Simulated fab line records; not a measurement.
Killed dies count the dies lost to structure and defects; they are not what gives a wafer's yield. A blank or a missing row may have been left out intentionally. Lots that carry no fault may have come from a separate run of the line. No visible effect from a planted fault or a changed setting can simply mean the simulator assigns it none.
Which tool was responsible? -- flow n5_finfet -- 11 lots, 32 wafers sampled, at 1 step of a route of 1938

WHAT THE GAUGES READ, wafer by wafer
N5_BEOL_M15_INSPECT_55: inspects for defects (darkfield). Usual: 73 for raw_defect_count, sd 22.
lot,measured,on,raw_defect_count,flag
L708,day 11 13:22,defect_inspect-02,89 74,
L711,day 12 03:47,defect_inspect-02,130 140 108,
L715,day 12 20:26,defect_inspect-01,78 65 54,
L714,day 13 00:49,defect_inspect-02,103 83 66,
L718,day 13 22:11,defect_inspect-02,49 71 43,
L721,day 14 16:44,defect_inspect-02,77 90 95,
L719,day 14 17:52,defect_inspect-02,61 75 94,
L722,day 14 19:22,defect_inspect-01,90 67 69,
L723,day 15 02:23,defect_inspect-01,79 60 62,
L724,day 15 20:44,defect_inspect-02,62 87 101,
L730,day 17 01:32,defect_inspect-01,53 48 57,

EACH LOT AND THE TOOL THAT RAN IT (in order: tool; ch and the chambers of the sampled wafers; start)
The record shows no process step preceding these readings.

WHAT THE TOOLS THEMSELVES READ (means of the sampled wafers that have a number; where no wafer has one, the mark that the record gives instead)
The record holds no such reading with a usual standard deviation.

THE ANSWER, worked out from the rows above alone
Rule: lot off if the mean of its wafers having a number is beyond 3 standard deviations from the usual mean. Also off: a lot with no number at a reading for which 4 or more lots have one. All remaining lots with rows at the step are treated as sound. Order of review: gauges by route order, followed by the tools' own readings, for which a lot's mean as printed above is used. The first step at which some lot is off is used, and at that step the reading that is off furthest; a lot without a number counts as furthest.
No lot is off at any reading shown: from this, nothing can be told.

WHAT HAD BEEN PUT IN BY THE SIMULATOR
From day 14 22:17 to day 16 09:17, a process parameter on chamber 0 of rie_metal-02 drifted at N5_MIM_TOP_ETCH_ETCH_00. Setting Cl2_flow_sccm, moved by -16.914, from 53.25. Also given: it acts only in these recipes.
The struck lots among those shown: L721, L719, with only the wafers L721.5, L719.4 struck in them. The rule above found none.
